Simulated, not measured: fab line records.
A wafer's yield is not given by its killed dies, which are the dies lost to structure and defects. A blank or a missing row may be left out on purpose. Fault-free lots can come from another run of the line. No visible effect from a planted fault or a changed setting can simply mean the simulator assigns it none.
fab line records	flow nand_harc
record lots=24	wafers=72	last_day=34
route steps=1302 shown P_M1@300 P_M2@349 P_BONDPAD@376 A_ZERO_WELL@411
lots that met no fault: taken from a fault-free run of the same line
start_h: the number of hours between the record's first day and the start of the first shown wafer of the lot	wait_h: hours since the lot's step before	" same as the row above	L1.1+2: a single row standing in for several wafers	- no value, or no start was given	* or withheld: withheld	< > ~ a bound
route shown NAME@n: a module of which the file shows steps, and the number in the route of the first	usual: average and standard deviation across the fault-free wafers	same: alike in all rows	chamber/n: place in a boat	sites: the reading at each site	_std_site: how widely they spread, as a standard deviation	_edge_site: inner sites' mean taken away from outer sites' mean	radius_mm: how far each site lies from the wafer's centre	mask NAME#n: copy n	behind: the last tool/chamber to shape the wafer	hold: reason for holding the lot/hours on hold/outcome of the hold	device: which transistor (n, p or np) failed to switch	end of line: tests run on the same wafers once the route is complete	a step without rows: its recipe alone	killed: dies lost to structure and defects at the first sort, not the wafer's yield	map: dies across one wafer; x = killed, . = not, _ = none there
set.NAME: setting as actually run; set.NAME@STEP: the setting as run at that earlier step	model.NAME: the simulator's own value behind a step, which no gauge read
a sample of lots followed through the steps of the route, with each step as a table and each wafer as a row
services: a tool's chamber out of use, with start hour (start_h, from the record's first day; less than 0 if before it), hours out, and reason
## steps
# step NHARC_P_M1_ETCH_15
# recipe target_depth_a=1825	time_s=91.2	c4f8_flow_sccm=withheld	ar_flow_sccm=400	rf_w=600	bias_w=300	chemistry=C4F8/Ar
# usual oes_product_au=0.953/0.021	rf_vpp_V=440.3/2.9
lot.wafer	tool	chamber	start_h	wait_h	oes_product_au	rf_hours_counter_h	rf_vpp_V
L074.3	rie_diel-09	3	-	-	0.926	10	439.7
L074.5	"	3	"	"	0.920	-	439.3
L074.6	"	0	"	"	0.918	-	443.6
L075.1	rie_diel-09	0	-	-	0.978	11	442.4
L075.2	"	2	"	"	0.955	10	443.7
L075.5	"	0	"	"	0.978	-	443.3
L076.2	rie_diel-06	1	-	-	0.966	0	436.8
L076.6	"	1	"	"	0.954	-	437.5
L076.5	"	2	"	"	0.961	-	439.7
L077.2	rie_diel-06	3	-	-	0.975	1	437.0
L077.3	"	0	"	"	0.989	1	438.1
L077.5	"	2	"	"	0.963	-	441.2
L078.1	rie_diel-06	0	-	-	0.956	1	439.6
L078.5	"	2	"	"	0.952	-	441.6
L078.6	"	3	"	"	0.952	-	438.1
L079.1	rie_diel-09	3	-	-	0.952	1	439.5
L079.5	"	0	"	"	0.958	-	442.8
L079.6	"	1	"	"	0.928	-	438.9
L080.2	rie_diel-09	1	-	-	0.971	2	438.9
L080.3	"	3	"	"	0.970	2	440.7
L080.5	"	0	"	"	0.988	-	441.7
L081.4	rie_diel-06	3	-	-	0.957	4	435.8
L081.2	"	0	"	"	0.961	4	438.4
L081.3	"	1	"	"	0.957	4	436.3
L082.2	rie_diel-06	2	-	-	0.958	5	439.7
L082.1	"	0	"	"	0.957	5	440.1
L082.4	"	1	"	"	0.969	-	435.7
L083.1	rie_diel-01	3	-	-	0.936	2	441.0
L083.2	"	0	"	"	0.960	2	442.7
L083.3	"	1	"	"	0.961	2	445.1
L084.1	rie_diel-06	0	-	-	0.915	8	439.3
L084.2	"	3	"	"	0.946	6	436.3
L084.6	"	1	"	"	0.934	-	437.5
L086.2	rie_diel-09	3	-	-	0.926	5	441.2
L086.1	"	1	"	"	0.918	6	438.4
L086.5	"	0	"	"	0.926	-	442.9
L085.3	rie_diel-09	0	-	-	0.957	6	443.8
L085.2	"	3	"	"	0.977	5	440.5
L085.6	"	1	"	"	0.945	-	438.7
L087.1	rie_diel-09	1	-	-	0.918	7	437.8
L087.3	"	2	"	"	0.935	7	444.5
L087.6	"	1	"	"	0.911	-	437.7
L089.2	rie_diel-09	3	-	-	0.928	9	440.3
L089.5	"	0	"	"	0.926	-	443.8
L089.6	"	1	"	"	0.906	-	439.8
L088.3	rie_diel-09	1	-	-	0.917	8	438.5
L088.2	"	3	"	"	0.924	9	438.6
L088.5	"	1	"	"	0.902	-	439.4
L090.2	rie_diel-06	1	-	-	0.941	12	437.9
L090.5	"	0	"	"	0.934	-	438.1
L090.6	"	1	"	"	0.945	-	436.6
L091.4	rie_diel-09	3	-	-	0.968	9	441.9
L091.2	"	0	"	"	0.980	7	443.1
L091.6	"	0	"	"	0.974	-	443.1
L092.1	rie_diel-01	0	-	-	0.961	27	442.3
L092.2	"	1	"	"	0.973	34	444.4
L092.4	"	2	"	"	0.984	30	447.3
L093.4	rie_diel-06	1	-	-	0.947	0	435.4
L093.1	"	0	"	"	0.972	0	438.0
L093.6	"	1	"	"	0.951	-	435.5
L094.4	rie_diel-06	1	-	-	0.977	1	436.9
L094.1	"	0	"	"	0.961	1	438.6
L094.5	"	1	"	"	0.969	-	437.5
L095.2	rie_diel-06	0	-	-	0.957	1	439.7
L095.6	"	2	"	"	0.969	-	440.2
L095.5	"	3	"	"	0.964	-	436.3
L096.1	rie_diel-09	3	-	-	0.964	1	439.1
L096.3	"	1	"	"	0.956	1	438.1
L096.4	"	2	"	"	0.973	2	444.6
L097.2	rie_diel-09	3	-	-	0.982	2	440.0
L097.1	"	1	"	"	0.941	1	437.9
L097.5	"	3	"	"	0.980	-	440.4
# step NHARC_P_M1_STRIP_18
# recipe power_w=1000	n2_flow_sccm=150	h2_flow_sccm=150	ar_flow_sccm=0	bias_w=0	chemistry=N2/H2
# usual drypump_motor_current_A=5.4/0.38	oes_product_au=1.000/0.0096	rf_vpp_V=90.8/0.97	showerhead_plenum_p_Torr=2.03/0.1	throttle_valve_pct=14.171/0.0093
lot.wafer	tool	chamber	start_h	wait_h	drypump_motor_current_A	oes_product_au	rf_hours_counter_h	rf_vpp_V	showerhead_plenum_p_Torr	throttle_valve_pct
L074.3	rie_diel-06	3	124.17	0.1	5.5	1.002	12	89.2	1.89	14.169
L074.5	"	3	"	"	5.4	1.004	-	90.6	1.89	14.172
L074.6	"	0	"	"	5.2	1.013	-	89.8	1.97	14.174
L075.2	rie_diel-01	2	138.03	0.1	6.0	1.007	34	90.6	2.21	14.170
L075.1	"	1	"	"	6.3	1.021	30	91.9	2.21	14.175
L075.5	"	2	"	"	6.0	0.997	-	92.1	2.21	14.175
L076.2	rie_diel-06	2	145.29	0.1	5.6	1.007	0	91.9	2.04	14.169
L076.5	"	2	"	"	5.6	0.990	-	89.2	2.04	14.190
L076.6	"	3	"	"	5.5	1.013	-	90.8	1.89	14.187
L077.3	rie_diel-09	3	156.15	0.1	5.7	1.012	0	89.7	2.00	14.179
L077.2	"	0	"	"	4.9	1.007	0	92.8	2.14	14.164
L077.5	"	3	"	"	5.7	1.008	-	90.7	2.00	14.194
L078.1	rie_diel-09	2	168.07	0.1	4.7	1.003	1	91.2	2.18	14.172
L078.6	"	0	"	"	5.0	1.005	-	92.7	2.14	14.168
L078.5	"	1	"	"	5.5	0.986	-	90.0	1.95	14.165
L079.1	rie_diel-06	3	180.45	0.1	5.5	1.008	2	89.9	1.89	14.185
L079.6	"	1	"	"	5.4	1.000	-	90.7	1.89	14.174
L079.5	"	2	"	"	5.6	1.004	-	90.8	2.04	14.182
L080.2	rie_diel-09	0	193.88	0.1	4.9	1.007	2	90.1	2.14	14.184
L080.3	"	1	"	"	5.5	0.964	2	91.3	1.95	14.174
L080.5	"	3	"	"	5.7	0.996	-	91.3	2.00	14.157
L081.2	rie_diel-09	0	194.70	0.1	4.9	0.995	2	91.9	2.14	14.177
L081.4	"	1	"	"	5.5	0.985	2	90.0	1.95	14.180
L081.3	"	2	"	"	4.6	0.982	2	91.7	2.18	14.158
L082.2	rie_diel-09	3	206.50	0.1	5.6	1.013	2	90.5	2.00	14.185
L082.1	"	1	"	"	5.5	0.990	3	89.3	1.95	14.184
L082.4	"	2	"	"	4.6	0.989	3	92.5	2.18	14.169
L083.3	rie_diel-09	0	218.61	0.1	4.9	1.004	4	92.2	2.14	14.168
L083.2	"	1	"	"	5.5	0.985	4	90.0	1.95	14.182
L083.1	"	2	"	"	4.6	0.989	4	90.7	2.18	14.182
L084.1	rie_diel-09	1	224.48	0.1	5.5	0.993	4	89.0	1.95	14.178
L084.2	"	2	"	"	4.6	0.991	4	92.4	2.18	14.175
L084.6	"	2	"	"	4.6	0.992	-	91.6	2.18	14.154
L086.1	rie_diel-06	2	238.17	0.1	5.6	0.995	8	91.1	2.04	14.169
L086.2	"	1	"	"	5.4	1.006	9	89.8	1.89	14.173
L086.5	"	3	"	"	5.5	0.998	-	90.8	1.89	14.178
L085.3	rie_diel-06	3	239.42	0.1	5.5	1.017	7	91.0	1.89	14.160
L085.2	"	1	"	"	5.4	1.010	9	90.2	1.89	14.174
L085.6	"	3	"	"	5.5	1.003	-	90.4	1.89	14.167
L087.1	rie_diel-09	1	260.11	0.1	5.5	0.980	7	91.6	1.95	14.170
L087.3	"	2	"	"	4.6	0.989	7	91.1	2.18	14.181
L087.6	"	1	"	"	5.5	0.989	-	90.6	1.95	14.153
L089.2	rie_diel-06	2	275.35	0.1	5.5	0.989	11	91.6	2.04	14.177
L089.6	"	2	"	"	5.6	1.001	-	90.9	2.04	14.157
L089.5	"	3	"	"	5.5	1.015	-	90.4	1.89	14.168
L088.2	rie_diel-01	1	278.77	0.1	6.2	1.010	24	92.2	2.19	14.179
L088.3	"	2	"	"	5.9	1.000	20	92.8	2.19	14.157
L088.5	"	2	"	"	5.9	1.003	-	92.4	2.19	14.159
L090.2	rie_diel-09	2	288.81	0.1	4.6	0.999	9	91.6	2.18	14.151
L090.6	"	3	"	"	5.7	0.998	-	89.7	2.00	14.176
L090.5	"	0	"	"	4.9	1.003	-	92.0	2.14	14.170
L091.2	rie_diel-06	1	292.89	0.1	5.4	1.012	14	91.2	1.89	14.170
L091.4	"	2	"	"	5.6	0.995	13	91.9	2.04	14.161
L091.6	"	1	"	"	5.5	1.000	-	90.4	1.89	14.169
L092.1	rie_diel-09	2	305.94	0.1	4.6	0.993	10	93.1	2.18	14.169
L092.2	"	3	"	"	5.7	0.998	11	89.7	1.99	14.171
L092.4	"	1	"	"	5.5	0.987	10	89.9	1.95	14.166
L093.4	rie_diel-09	2	318.94	0.1	4.6	0.993	11	91.0	2.18	14.161
L093.1	"	0	"	"	5.0	1.005	9	90.0	2.14	14.182
L093.6	"	2	"	"	4.7	1.009	-	91.0	2.18	14.173
L094.1	rie_diel-06	1	329.16	0.1	5.4	1.000	1	90.0	1.89	14.161
L094.4	"	0	"	"	5.2	0.998	1	91.1	1.97	14.176
L094.5	"	1	"	"	5.4	1.000	-	90.8	1.89	14.171
L095.2	rie_diel-01	1	330.74	0.1	6.2	0.999	41	91.8	2.19	14.178
L095.5	"	0	"	"	5.4	1.008	-	90.7	2.06	14.182
L095.6	"	1	"	"	6.2	1.017	-	91.2	2.18	14.167
L096.1	rie_diel-06	1	343.96	0.1	5.4	0.996	3	90.1	1.89	14.178
L096.4	"	3	"	"	5.5	1.000	3	89.3	1.89	14.170
L096.3	"	0	"	"	5.2	0.996	3	91.8	1.96	14.167
L097.2	rie_diel-06	0	351.79	0.1	5.2	0.998	4	90.5	1.96	14.172
L097.1	"	2	"	"	5.6	0.985	4	92.0	2.04	14.164
L097.5	"	0	"	"	5.2	0.997	-	90.9	1.96	14.177
# step NHARC_P_M1_DEP_33
# recipe target_thk_a=300	temp_c=370	target_thk_nm=30	pressure_torr=3	flow_sccm=200	rf_w=450	material=SiCN
# usual heater_power_outer_w=355/73	heater_power_w=618/100
lot.wafer	tool	chamber	start_h	wait_h	heater_power_outer_w	heater_power_w
L074.3	pecvd-01	0	126.55	0.1	328	558
L074.6	"	2	"	"	305	565
L074.5	"	1	"	"	427	696
L075.1	pecvd-03	2	140.37	0.1	262	486
L075.2	"	1	"	"	370	644
L075.5	"	2	"	"	269	484
L076.2	pecvd-01	0	147.72	0.1	347	585
L076.6	"	1	"	"	476	732
L076.5	"	0	"	"	346	591
L077.3	pecvd-01	2	158.46	0.1	325	617
L077.2	"	0	"	"	298	535
L077.5	"	0	"	"	305	531
L078.1	pecvd-03	2	170.35	0.1	290	499
L078.5	"	2	"	"	290	512
L078.6	"	0	"	"	288	492
L079.1	pecvd-01	1	182.88	0.1	512	806
L079.5	"	2	"	"	259	499
L079.6	"	0	"	"	291	534
L080.3	pecvd-01	2	196.16	0.1	256	499
L080.2	"	1	"	"	471	744
L080.5	"	2	"	"	251	493
L081.3	pecvd-02	0	197.15	0.1	335	633
L081.2	"	1	"	"	287	577
L081.4	"	0	"	"	339	636
L082.2	pecvd-03	2	208.93	0.1	254	460
L082.1	"	0	"	"	297	508
L082.4	"	2	"	"	255	469
L083.2	pecvd-02	2	220.92	0.1	425	741
L083.1	"	0	"	"	366	676
L083.3	"	1	"	"	352	638
L084.1	pecvd-01	1	226.83	0.1	499	783
L084.2	"	0	"	"	344	585
L084.6	"	1	"	"	517	795
L086.1	pecvd-01	0	240.51	0.1	349	584
L086.2	"	2	"	"	329	593
L086.5	"	0	"	"	336	584
L085.2	pecvd-02	0	241.80	0.1	408	707
L085.3	"	1	"	"	349	638
L085.6	"	0	"	"	418	709
L087.3	pecvd-02	0	262.56	0.1	417	747
L087.1	"	1	"	"	381	718
L087.6	"	2	"	"	397	695
L089.2	pecvd-02	2	277.69	0.1	482	790
L089.5	"	2	"	"	490	813
L089.6	"	1	"	"	384	703
L088.3	pecvd-01	2	281.15	0.1	280	536
L088.2	"	0	"	"	336	581
L088.5	"	2	"	"	284	537
L090.2	pecvd-03	2	291.11	0.1	272	494
L090.6	"	1	"	"	368	631
L090.5	"	0	"	"	269	478
L091.2	pecvd-01	2	295.23	0.1	286	559
L091.6	"	0	"	"	286	498
L091.4	"	1	"	"	486	759
L092.1	pecvd-01	0	308.47	0.1	342	568
L092.2	"	1	"	"	489	788
L092.4	"	2	"	"	315	600
L093.1	pecvd-02	0	321.43	0.1	383	681
L093.4	"	1	"	"	377	701
L093.6	"	0	"	"	375	681
L094.1	pecvd-02	1	331.50	0.1	319	601
L094.5	"	2	"	"	477	794
L094.4	"	0	"	"	335	609
L095.2	pecvd-01	1	333.10	0.1	424	708
L095.5	"	1	"	"	427	692
L095.6	"	2	"	"	339	621
L096.1	pecvd-03	1	346.29	0.1	338	580
L096.3	"	2	"	"	244	447
L096.4	"	0	"	"	264	480
L097.1	pecvd-03	1	354.17	0.1	354	602
L097.2	"	2	"	"	222	436
L097.5	"	2	"	"	230	444
# step NHARC_P_M2_PRE_CLEAN_32
# recipe time_s=12	temp_c=370	rf_power_w=300	gas=NH3
# usual heater_power_outer_w=397/69	heater_power_w=678/97
lot.wafer	tool	chamber	start_h	wait_h	heater_power_outer_w	heater_power_w
L074.3	pecvd-03	0	130.77	0.1	301	511
L074.6	"	1	"	"	435	716
L074.5	"	2	"	"	338	565
L075.2	pecvd-03	0	144.48	0.1	311	503
L075.1	"	1	"	"	369	625
L075.5	"	1	"	"	353	630
L076.2	pecvd-01	1	151.73	0.1	532	811
L076.6	"	2	"	"	395	663
L076.5	"	1	"	"	532	829
L077.2	pecvd-02	2	163.08	0.1	421	746
L077.3	"	0	"	"	362	642
L077.5	"	2	"	"	429	730
L078.1	pecvd-01	2	174.92	0.1	383	664
L078.5	"	0	"	"	359	608
L078.6	"	1	"	"	554	872
L079.1	pecvd-01	2	186.96	0.1	375	676
L079.5	"	2	"	"	384	683
L079.6	"	0	"	"	376	613
L080.3	pecvd-02	1	200.53	0.1	329	629
L080.2	"	0	"	"	408	704
L080.5	"	2	"	"	455	755
L081.2	pecvd-03	1	201.06	0.1	443	715
L081.3	"	2	"	"	319	559
L081.4	"	1	"	"	445	720
L082.2	pecvd-03	1	212.83	0.1	401	652
L082.1	"	2	"	"	307	550
L082.4	"	0	"	"	339	568
L083.2	pecvd-02	2	225.03	0.1	440	762
L083.1	"	0	"	"	396	689
L083.3	"	1	"	"	368	671
L084.2	pecvd-01	1	231.01	0.1	559	840
L084.1	"	2	"	"	322	601
L084.6	"	1	"	"	536	839
L086.1	pecvd-01	0	244.69	0.1	390	640
L086.2	"	1	"	"	466	747
L086.5	"	2	"	"	380	662
L085.3	pecvd-02	0	245.94	0.1	402	693
L085.2	"	1	"	"	412	738
L085.6	"	1	"	"	420	752
L087.3	pecvd-01	0	266.63	0.1	360	608
L087.1	"	1	"	"	503	808
L087.6	"	1	"	"	504	782
L089.2	pecvd-01	0	281.83	0.1	384	627
L089.5	"	1	"	"	532	825
L089.6	"	0	"	"	383	623
L088.2	pecvd-01	1	285.19	0.1	507	789
L088.3	"	2	"	"	309	570
L088.5	"	0	"	"	365	625
L090.2	pecvd-02	0	295.32	0.1	403	705
L090.6	"	1	"	"	352	662
L090.5	"	2	"	"	526	855
L091.2	pecvd-01	0	299.33	0.1	319	564
L091.4	"	1	"	"	481	763
L091.6	"	2	"	"	342	625
L092.1	pecvd-02	2	312.88	0.3	492	852
L092.2	"	0	"	"	384	701
L092.4	"	1	"	"	372	693
L093.1	pecvd-01	1	325.63	0.1	417	680
L093.4	"	2	"	"	329	628
L093.6	"	0	"	"	340	577
L094.1	pecvd-02	2	335.65	0.1	468	798
L094.5	"	2	"	"	460	774
L094.4	"	1	"	"	428	760
L095.2	pecvd-02	0	337.18	0.1	374	679
L095.6	"	2	"	"	425	722
L095.5	"	0	"	"	372	663
L096.3	pecvd-02	0	350.33	0.1	427	744
L096.1	"	1	"	"	430	749
L096.4	"	2	"	"	453	766
L097.2	pecvd-03	2	358.37	0.1	271	480
L097.1	"	0	"	"	276	482
L097.5	"	0	"	"	266	480
# step NHARC_P_BONDPAD_PVD_17
# recipe target_thk_a=50	bias_v=168.6	power_w=15000	chamber_pressure_pa=0.12	time_s=8.06	substrate_temp_c=50	material=TaN
# usual throttle_valve_pct=29.8/0.93
lot.wafer	tool	chamber	start_h	wait_h	throttle_valve_pct
L074.3	pvd_sputter-02	-	-	-	29.5
L074.6	"	-	"	"	29.7
L074.5	"	-	"	"	29.4
L075.2	pvd_sputter-01	-	-	-	30.0
L075.1	"	-	"	"	30.5
L075.5	"	-	"	"	29.7
L076.2	pvd_sputter-01	-	-	-	30.6
L076.6	"	-	"	"	30.3
L076.5	"	-	"	"	30.3
L077.2	pvd_sputter-02	-	-	-	29.3
L077.3	"	-	"	"	29.4
L077.5	"	-	"	"	29.7
L078.1	pvd_sputter-02	-	-	-	29.5
L078.6	"	-	"	"	30.6
L078.5	"	-	"	"	29.6
L079.1	pvd_sputter-03	-	-	-	29.8
L079.5	"	-	"	"	30.9
L079.6	"	-	"	"	29.7
L080.2	pvd_sputter-01	-	-	-	30.3
L080.3	"	-	"	"	29.9
L080.5	"	-	"	"	30.5
L081.3	pvd_sputter-02	-	-	-	30.9
L081.4	"	-	"	"	29.3
L081.2	"	-	"	"	29.6
L082.1	pvd_sputter-02	-	-	-	31.0
L082.2	"	-	"	"	29.3
L082.4	"	-	"	"	29.6
L083.2	pvd_sputter-01	-	-	-	29.8
L083.3	"	-	"	"	30.5
L083.1	"	-	"	"	29.6
L084.2	pvd_sputter-02	-	-	-	30.9
L084.1	"	-	"	"	29.4
L084.6	"	-	"	"	30.9
L086.2	pvd_sputter-03	-	-	-	31.2
L086.1	"	-	"	"	30.9
L086.5	"	-	"	"	29.1
L085.2	pvd_sputter-03	-	-	-	29.6
L085.3	"	-	"	"	31.0
L085.6	"	-	"	"	30.9
L087.1	pvd_sputter-01	-	-	-	30.8
L087.3	"	-	"	"	29.9
L087.6	"	-	"	"	31.1
L089.2	pvd_sputter-03	-	-	-	30.9
L089.6	"	-	"	"	30.6
L089.5	"	-	"	"	29.8
L088.3	pvd_sputter-01	-	-	-	29.7
L088.2	"	-	"	"	29.5
L088.5	"	-	"	"	30.4
L090.2	pvd_sputter-01	-	-	-	30.3
L090.6	"	-	"	"	29.9
L090.5	"	-	"	"	29.9
L091.2	pvd_sputter-01	-	-	-	29.6
L091.4	"	-	"	"	30.3
L091.6	"	-	"	"	29.9
L092.2	pvd_sputter-03	-	-	-	29.5
L092.1	"	-	"	"	29.1
L092.4	"	-	"	"	31.3
L093.1	pvd_sputter-01	-	-	-	29.6
L093.4	"	-	"	"	30.4
L093.6	"	-	"	"	29.8
L094.4	pvd_sputter-02	-	-	-	29.4
L094.1	"	-	"	"	27.7
L094.5	"	-	"	"	28.7
L095.2	pvd_sputter-02	-	-	-	29.2
L095.5	"	-	"	"	28.6
L095.6	"	-	"	"	27.6
L096.3	pvd_sputter-02	-	-	-	27.7
L096.1	"	-	"	"	29.2
L096.4	"	-	"	"	28.7
L097.2	pvd_sputter-02	-	-	-	29.5
L097.1	"	-	"	"	27.7
L097.5	"	-	"	"	29.3
# step NHARC_A_ZERO_WELL_RTA_16
# recipe temp_c=1000	time_s=10
# usual lamp_power_pct=30.6/0.95	lamp_zone_3_pct=30.6/0.96	wafer_temp_C_max=1004.3/0.89
lot.wafer	tool	chamber	start_h	wait_h	lamp_power_pct	lamp_zone_3_pct	wafer_temp_C_max
L074.3	rtp_anneal-02	0	137.90	-	29.8	29.8	1004.1
L074.5	"	0	"	"	29.8	29.7	1003.8
L074.6	"	0	"	"	29.7	29.8	1004.8
L075.1	rtp_anneal-01	0	151.51	-	31.7	31.7	1003.4
L075.2	"	0	"	"	31.7	31.7	1003.2
L075.5	"	0	"	"	31.7	31.7	1004.1
L076.2	rtp_anneal-02	0	158.66	-	29.8	29.7	1003.7
L076.5	"	0	"	"	29.8	29.7	1004.5
L076.6	"	0	"	"	29.8	29.8	1004.6
L077.2	rtp_anneal-01	0	170.07	0.1	31.7	31.7	1003.8
L077.3	"	0	"	"	31.7	31.7	1003.2
L077.5	"	0	"	"	31.7	31.7	1004.9
L078.1	rtp_anneal-02	0	181.94	-	29.8	29.8	1003.8
L078.5	"	0	"	"	29.8	29.8	1004.3
L078.6	"	0	"	"	29.8	29.8	1005.8
L079.1	rtp_anneal-02	0	193.87	-	29.8	29.7	1004.2
L079.5	"	0	"	"	29.7	29.7	1003.4
L079.6	"	0	"	"	29.7	29.7	1003.2
L080.2	rtp_anneal-02	0	207.71	-	29.7	29.7	1004.5
L080.3	"	0	"	"	29.8	29.7	1008.2
L080.5	"	0	"	"	29.8	29.8	1003.9
L081.2	rtp_anneal-02	0	208.13	-	29.8	29.7	1004.3
L081.3	"	0	"	"	29.8	29.8	1006.1
L081.4	"	0	"	"	29.8	29.8	1006.0
L082.1	rtp_anneal-02	0	219.97	-	29.8	29.8	1003.6
L082.2	"	0	"	"	29.8	29.8	1005.1
L082.4	"	0	"	"	29.7	29.8	1006.0
L083.1	rtp_anneal-02	0	232.16	-	29.8	29.8	1005.1
L083.2	"	0	"	"	29.8	29.8	1003.4
L083.3	"	0	"	"	29.8	29.8	1004.3
L084.1	rtp_anneal-02	0	238.13	-	29.7	29.7	1002.3
L084.2	"	0	"	"	29.8	29.8	1004.2
L084.6	"	0	"	"	29.7	29.8	1005.0
L086.1	rtp_anneal-01	0	251.69	-	31.7	31.8	1004.0
L086.2	"	0	"	"	31.7	31.7	1004.4
L086.5	"	0	"	"	31.7	31.7	1003.6
L085.2	rtp_anneal-02	0	252.81	-	29.8	29.8	1003.5
L085.3	"	0	"	"	29.8	29.8	1004.3
L085.6	"	0	"	"	29.7	29.8	1003.2
L087.1	rtp_anneal-01	0	273.70	-	31.6	31.7	1003.8
L087.3	"	0	"	"	31.7	31.7	1004.6
L087.6	"	0	"	"	31.7	31.6	1005.5
L089.2	rtp_anneal-02	0	288.81	-	29.7	29.8	1004.0
L089.5	"	0	"	"	29.7	29.8	1005.7
L089.6	"	0	"	"	29.7	29.8	1004.1
L088.2	rtp_anneal-01	0	292.22	-	31.8	31.7	1004.0
L088.3	"	0	"	"	31.7	31.7	1003.6
L088.5	"	0	"	"	31.7	31.7	1002.9
L090.2	rtp_anneal-01	0	302.29	-	31.7	31.7	1005.3
L090.5	"	0	"	"	31.7	31.6	1004.3
L090.6	"	0	"	"	31.7	31.7	1004.1
L091.2	rtp_anneal-02	0	306.41	-	29.8	29.8	1002.8
L091.4	"	0	"	"	29.8	29.7	1002.8
L091.6	"	0	"	"	29.7	29.8	1003.8
L092.1	rtp_anneal-01	0	319.99	-	31.7	31.7	1003.3
L092.2	"	0	"	"	31.7	31.7	1003.5
L092.4	"	0	"	"	31.7	31.7	1002.8
L093.1	rtp_anneal-01	0	332.54	-	31.7	31.7	1003.4
L093.4	"	0	"	"	31.7	31.7	1003.3
L093.6	"	0	"	"	31.7	31.7	1003.8
L094.1	rtp_anneal-02	0	342.75	-	29.7	29.8	1005.3
L094.4	"	0	"	"	29.7	29.7	1004.0
L094.5	"	0	"	"	29.7	29.6	1006.3
L095.2	rtp_anneal-01	0	344.16	-	31.7	31.7	1004.2
L095.5	"	0	"	"	31.7	31.7	1003.9
L095.6	"	0	"	"	31.7	31.6	1005.0
L096.1	rtp_anneal-02	0	357.59	-	29.7	29.7	1004.2
L096.3	"	0	"	"	29.7	29.7	1003.2
L096.4	"	0	"	"	29.8	29.7	1003.7
L097.1	rtp_anneal-01	0	365.55	-	31.7	31.7	1003.9
L097.2	"	0	"	"	31.7	31.7	1003.8
L097.5	"	0	"	"	31.7	31.7	1004.1
## services
tool	chamber	start_h	hours	kind
pvd_sputter-02	-	104.00	10.0	pm
rie_diel-06	0	107.63	2.8	repair
rie_diel-09	3	116.18	2.7	repair
pecvd-02	2	125.51	12.4	repair
pecvd-02	0	128.18	7.7	repair
pecvd-01	-	130.00	13.0	pm
rie_diel-06	-	130.20	9.0	pm
rie_diel-09	-	143.10	9.0	pm
pecvd-02	0	152.65	9.0	repair
pvd_sputter-02	-	182.78	3.9	repair
pecvd-03	-	185.33	13.0	pm
pvd_sputter-02	-	187.20	6.1	repair
pecvd-02	-	227.00	13.0	pm
rie_diel-09	0	248.79	25.1	repair
pecvd-03	2	256.58	11.3	repair
pvd_sputter-02	-	261.18	5.4	repair
rie_diel-06	3	262.29	2.4	repair
pecvd-03	-	275.16	1.3	repair
rie_diel-09	-	280.83	1.6	repair
pvd_sputter-02	-	282.00	10.0	pm
rie_diel-06	2	298.93	3.7	repair
rie_diel-06	-	307.20	9.0	pm
pecvd-01	-	311.00	13.0	pm
rie_diel-09	-	320.10	9.0	pm
## key
fault none
